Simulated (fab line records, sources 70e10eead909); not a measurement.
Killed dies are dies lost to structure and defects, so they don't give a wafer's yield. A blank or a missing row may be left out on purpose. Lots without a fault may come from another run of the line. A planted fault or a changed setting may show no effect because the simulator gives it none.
Chamber matching | flow nand_harc | NHARC_A_CHANNEL_HOLE_D2_ETCH_44 on rie_diel-03: 4 sister chambers
The step etches the open film in CF4/O2, target depth 140 nm, overetch 14 nm, time 77 s. 14 wafers are shown with their chamber, then 7 later ones without.

WAFERS WITH THEIR CHAMBER
wafer  | chamber | showerhead_plenum_p_Torr (Torr) | drypump_motor_current_A (A) | oes_product_au (a.u.)
L913.1 | 0       | 1.37                            | 6.1                         | 0.990
L913.5 | 2       | 1.30                            | 5.1                         | 0.980
L913.6 | 0       | 1.37                            | 6.1                         | 0.994
L924.1 | 0       | 1.37                            | 6.2                         | 0.985
L924.2 | 2       | 1.30                            | 5.1                         | 0.997
L924.4 | 1       | 1.41                            | 5.1                         | 0.997
L925.2 | 2       | 1.29                            | 5.1                         | 0.987
L925.3 | 3       | 1.31                            | 5.9                         | 0.968
L925.6 | 0       | 1.37                            | 6.1                         | 0.989
L928.2 | 1       | 1.41                            | 5.1                         | 1.011
L928.3 | 0       | 1.37                            | 6.2                         | 1.014
L928.5 | 1       | 1.41                            | 5.1                         | 1.015
L930.1 | 2       | 1.30                            | 5.1                         | 0.992
L930.3 | 0       | 1.37                            | 6.1                         | 1.010

SIGNATURES (means of the wafers above)
reading                  | chamber 0 | chamber 1 | chamber 2 | chamber 3 | scatter within a chamber
showerhead_plenum_p_Torr | 1.3700    | 1.4100    | 1.2975    | 1.3100    | 0.00274
drypump_motor_current_A  | 6.133     | 5.100     | 5.100     | 5.900     | 0.0365
oes_product_au           | 0.99700   | 1.00767   | 0.98900   | 0.96800   | 0.0103
Rule: a wafer's distance from a chamber is the root of the sum, over the readings, of the square of ((its reading less the chamber's mean) divided by the reading's scatter). The wafer belongs to the nearest chamber; if the next one is less than 2 further off, it can't be placed. The scatter: the root of (the sum of the squares of (reading less its chamber's mean) over the shown wafers, divided by (wafers less chambers)).

WAFERS WITHOUT THEIR CHAMBER
wafer  | showerhead_plenum_p_Torr (Torr) | drypump_motor_current_A (A) | oes_product_au (a.u.)
L930.5 | 1.37                            | 6.1                         | 1.010
L932.1 | 1.29                            | 5.1                         | 0.991
L932.4 | 1.37                            | 6.1                         | 1.009
L932.5 | 1.29                            | 5.1                         | 0.996
L933.2 | 1.29                            | 5.1                         | 0.994
L933.3 | 1.31                            | 5.9                         | 0.993
L933.6 | 1.31                            | 5.9                         | 0.998

WHICH CHAMBER EACH WENT THROUGH
wafer  | from the rows above | in truth
L930.5 | 0                   | 0
L932.1 | 2                   | 2
L932.4 | 0                   | 0
L932.5 | 2                   | 2
L933.2 | 2                   | 2
L933.3 | 3                   | 3
L933.6 | 3                   | 3
Placed correctly: 7 of 7. Can't be placed from these rows: 0. Placed wrongly: 0.
